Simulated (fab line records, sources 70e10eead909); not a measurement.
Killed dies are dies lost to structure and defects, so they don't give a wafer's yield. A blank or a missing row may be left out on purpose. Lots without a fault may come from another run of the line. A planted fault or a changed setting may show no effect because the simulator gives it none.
fab line records | flow nand_harc
record lots=6 wafers=18 last_day=32
route steps=1302 shown P_GATE@171
lots that met no fault: from a run of the same line without faults
start_h: hours from the record's first day to the start of the lot's first wafer shown | wait_h: hours since the lot's step before | " the same as in the row above | L1.1+2: a row that stands for several wafers | - no value, or no start given | * or withheld: withheld | < > ~ a bound
route shown NAME@n: a module of which the file shows steps, and the number in the route of the first | usual: mean/standard deviation of fault-free wafers | same: alike in all rows | chamber/n: place in a boat | sites: the reading at each site | _std_site: their standard deviation | _edge_site: outer sites' mean less inner sites' | radius_mm: how far each site lies from the wafer's centre | mask NAME#n: copy n | behind: the tool/chamber that last shaped the wafer | hold: why the lot was held/for how many hours/how that ended | device: the transistor (n, p or np) that didn't switch | end of line: the same wafers' tests at the end of the route | a step without rows: its recipe alone | killed: dies lost to structure and defects at the first sort, not the wafer's yield | map: a wafer's dies, x killed, . not, _ none there
set.NAME: the setting as run; set.NAME@STEP: as run at that earlier step | model.NAME: the simulator's own value behind a step, which no gauge read
lots at some steps of the route; a table a step, a row a wafer
services: from which hour (start_h, from the record's first day; less than 0 if before it) a tool's chamber was out of use, for how many hours, and why
## steps
# step NHARC_P_GATE_HARDBAKE_47
# recipe temp_c=125 time_s=80
# step NHARC_P_GATE_DESCUM_48
# recipe time_s=3 o2_flow_sccm=200 ar_flow_sccm=0 bias_power_w=0 chemistry=O2
# usual drypump_motor_current_A=5.6/0.41 oes_product_au=0.999/0.01 rf_vpp_V=57.8/0.87 showerhead_plenum_p_Torr=1.92/0.069 throttle_valve_pct=11.311/0.008
# columns lot.wafer tool chamber start_h wait_h drypump_motor_current_A oes_product_au rf_hours_counter_h rf_vpp_V showerhead_plenum_p_Torr throttle_valve_pct
L521.1 rie_diel-10 2 133.43 - 5.8 1.011 3.2 58.6 1.94 11.317
L521.2 " 3 " " 5.6 0.997 2.9 56.7 1.87 11.308
L521.6 " 2 " " 5.8 1.016 - 58.3 1.94 11.310
L522.1 rie_diel-10 2 151.79 - 5.8 1.005 4.5 58.2 1.94 11.316
L522.3 " 3 " " 5.6 0.997 3.8 57.4 1.87 11.302
L522.2 " 1 " " 5.5 0.993 5.4 57.6 1.91 11.300
L526.1 rie_diel-03 1 187.79 - 6.1 0.984 4.5 58.3 1.97 11.313
L526.5 " 1 " " 6.1 0.990 - 58.1 1.97 11.298
L526.6 " 2 " " 4.9 0.983 - 58.8 1.97 11.298
L527.1 rie_diel-10 1 195.63 - 5.5 0.987 8.6 57.3 1.90 11.322
L527.4 " 3 " " 5.6 0.992 6.9 58.6 1.87 11.311
L527.5 " 1 " " 5.5 0.994 - 57.8 1.90 11.318
L534.3 rie_diel-10 0 275.22 - 6.0 1.005 1.0 60.0 2.06 11.318
L534.2 " 3 " " 5.6 1.020 1.6 57.9 1.87 11.320
L534.6 " 1 " " 5.5 1.003 - 57.8 1.90 11.324
L538.1 rie_diel-01 1 314.38 - 5.5 0.995 5.0 57.6 1.97 11.322
L538.5 " 2 " " 6.0 0.994 - 56.9 1.87 11.317
L538.6 " 3 " " 5.1 1.001 - 55.9 1.84 11.318
# step NHARC_P_GATE_IMPLANT_49
# recipe energy_kev=30 dose_cm2=3e+15 tilt_deg=7
# step NHARC_P_GATE_STRIP_111
# recipe power_w=1500 temp_c=110 time_s=250 chemistry=N2/H2
# usual drypump_motor_current_A=6.0/0.39 heater_power_w=84/5.7
# columns lot.wafer tool chamber start_h wait_h drypump_motor_current_A heater_power_w rf_hours_counter_h
L521.1 plasma_asher-01 1 133.79 0.2 5.6 76 27
L521.2 " 0 " " 6.5 86 27
L521.6 " 1 " " 5.6 75 -
L522.2 plasma_asher-01 1 152.16 0.2 5.6 77 29
L522.1 " 0 " " 6.5 84 29
L522.3 " 0 " " 6.5 84 -
L526.1 plasma_asher-02 1 188.15 0.2 5.6 95 24
L526.5 " 1 " " 5.6 93 -
L526.6 " 0 " " 6.2 79 -
L527.1 plasma_asher-01 1 196.00 0.2 5.6 79 4
L527.4 " 1 " " 5.6 78 -
L527.5 " 0 " " 6.5 88 -
L534.2 plasma_asher-02 0 275.65 0.2 6.2 82 4
L534.3 " 1 " " 5.6 90 -
L534.6 " 0 " " 6.2 81 -
L538.1 plasma_asher-02 1 314.76 0.2 5.6 88 12
L538.5 " 0 " " 6.2 78 -
L538.6 " 1 " " 5.6 89 -
# step NHARC_P_GATE_STRIP_75
# recipe power_w=1500 temp_c=250 chemistry=O2
# usual drypump_motor_current_A=6.0/0.4 heater_power_w=313/22
# columns lot.wafer tool chamber start_h wait_h drypump_motor_current_A heater_power_w rf_hours_counter_h
L521.1 plasma_asher-01 1 134.09 0.2 5.6 285 27
L521.2 " 0 " " 6.5 317 27
L521.6 " 1 " " 5.6 291 -
L522.2 plasma_asher-01 1 152.46 0.2 5.7 286 29
L522.1 " 0 " " 6.5 324 29
L522.3 " 0 " " 6.5 309 -
L526.1 plasma_asher-02 1 188.45 0.2 5.6 345 25
L526.5 " 1 " " 5.5 348 -
L526.6 " 0 " " 6.2 300 -
L527.1 plasma_asher-01 1 196.30 0.3 5.6 290 4
L527.4 " 1 " " 5.6 286 -
L527.5 " 0 " " 6.5 334 -
L534.2 plasma_asher-02 0 275.91 0.2 6.2 308 4
L534.3 " 1 " " 5.6 326 -
L534.6 " 0 " " 6.2 300 -
L538.1 plasma_asher-02 1 315.02 0.2 5.6 328 12
L538.5 " 0 " " 6.2 308 -
L538.6 " 1 " " 5.6 339 -
# step NHARC_P_GATE_STRIP_50
# recipe time_s=900 temp_c=130 chemistry=SPM
# step NHARC_P_GATE_DEHYDRATE_51
# recipe temp_c=150 time_s=120
# step NHARC_P_GATE_HMDS_52
# recipe time_s=30
# step NHARC_P_GATE_COAT_53
# recipe spin_rpm=3000
# step NHARC_P_GATE_SOFTBAKE_54
# recipe temp_c=122 time_s=95
# step NHARC_P_GATE_EBR_55
# step NHARC_P_GATE_EXPOSE_56
# recipe na=0.6 target_cd_nm=720 dose_mj=14.81 mask_id=P_PSD
# step NHARC_P_GATE_PEB_57
# recipe peb_temp_c=118 peb_time_s=85
# usual heater_power_total_W=163.97/0.26 plate_temp_C=118.00/0.12
# columns lot.wafer tool chamber start_h wait_h heater_power_total_W plate_temp_C
L521.1 litho_track-03 0 134.92 0.1 163.95 117.92
L521.2 " 0 " " 163.95 118.18
L521.6 " 0 " " 163.81 117.91
L522.1 litho_track-03 0 153.29 0.1 163.98 117.90
L522.2 " 0 " " 163.97 118.23
L522.3 " 0 " " 163.96 117.92
L526.1 litho_track-03 0 189.29 0.1 179.42 126.30
L526.5 " 0 " " 178.52 126.25
L526.6 " 0 " " 178.85 126.39
L527.1 litho_track-03 0 197.13 0.1 178.47 126.28
L527.4 " 0 " " 179.37 126.26
L527.5 " 0 " " 178.81 126.32
L534.2 litho_track-05 0 276.74 0.1 163.86 118.08
L534.3 " 0 " " 164.07 118.05
L534.6 " 0 " " 163.76 118.20
L538.1 litho_track-05 0 315.84 0.1 163.64 117.99
L538.5 " 0 " " 164.21 118.00
L538.6 " 0 " " 163.71 117.87
# step NHARC_P_GATE_DEVELOP_58
# recipe time_s=70
# step NHARC_P_GATE_CD_MEAS_59
# recipe target_cd_nm=720 landing_energy_ev=500
# usual cd_nm=720.2/1.5
# columns lot.wafer tool chamber start_h wait_h cd_nm
L521.1 cd_sem-02 0 135.01 - 719.5
L521.2 " 0 " " 722.0
L521.6 " 0 " " 721.3
L522.1 cd_sem-01 0 153.38 - 722.5
L522.2 " 0 " " 721.0
L522.3 " 0 " " 722.9
L526.1 cd_sem-02 0 189.38 - 728.5
L526.5 " 0 " " 729.1
L526.6 " 0 " " 730.9
L527.1 cd_sem-01 0 197.22 - 729.0
L527.4 " 0 " " 728.0
L527.5 " 0 " " 728.8
L534.2 cd_sem-03 0 276.83 - 720.2
L534.3 " 0 " " 718.6
L534.6 " 0 " " 719.2
L538.1 cd_sem-03 0 315.93 - 719.7
L538.5 " 0 " " 719.7
L538.6 " 0 " " 722.5
# step NHARC_P_GATE_HARDBAKE_60
# recipe temp_c=125 time_s=80
## services
# columns tool chamber start_h hours kind
rie_diel-10 0 123.77 - clean
rie_diel-10 1 123.77 - clean
litho_track-05 - 124.03 7.0 pm
plasma_asher-02 - 146.66 1.4 repair
plasma_asher-01 - 165.12 9.0 pm
plasma_asher-01 0 165.12 9.0 vent_cycle
plasma_asher-01 1 165.12 9.0 vent_cycle
plasma_asher-01 0 174.12 - clean
plasma_asher-01 1 174.12 - clean
rie_diel-01 - 203.88 9.0 pm
rie_diel-10 1 208.56 10.6 repair
rie_diel-01 0 216.30 5.2 repair
rie_diel-10 1 221.55 2.7 repair
plasma_asher-02 - 228.52 2.1 repair
rie_diel-10 - 242.77 9.0 pm
plasma_asher-02 - 249.22 9.0 pm
plasma_asher-02 0 249.22 9.0 vent_cycle
plasma_asher-02 1 249.22 9.0 vent_cycle
plasma_asher-02 0 258.22 - clean
plasma_asher-02 1 258.22 - clean
rie_diel-03 - 281.30 9.0 pm
rie_diel-03 3 291.79 10.1 repair
rie_diel-01 0 296.60 7.8 repair
litho_track-05 - 299.03 7.0 pm
## key
first_sign step=NHARC_P_GATE_PEB_57 reading=plate_temp_C direction=up sigmas=68 usual=* struck=*
effect step=NHARC_P_GATE_PEB_57 reading=heater_power_total_W direction=up sigmas=58 usual=* struck=*
effect step=NHARC_P_GATE_CD_MEAS_59 reading=cd_nm direction=up sigmas=5.9 usual=720.2 struck=729.0
met_at NHARC_P_GATE_PEB_57
struck_wafers L526.1,L526.5,L526.6,L527.1,L527.4,L527.5
tester_left_out L526,L527
onset_between 153.29 189.29
fault kind=process_parameter_drift tool=litho_track-03 chamber=- onset_h=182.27 steps=NHARC_P_GATE_PEB_57 channel=peb_temp_c offset=* shape=step end_h=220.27 acts_in=* stated=*
# tester_left_out: of these lots the tester's yield and bins aren't shown, on N5 and GAA mostly nor the transistor test; their killed dies are dies lost to structure and defects alone, not to doping, threshold or leakage, so they don't give the yield
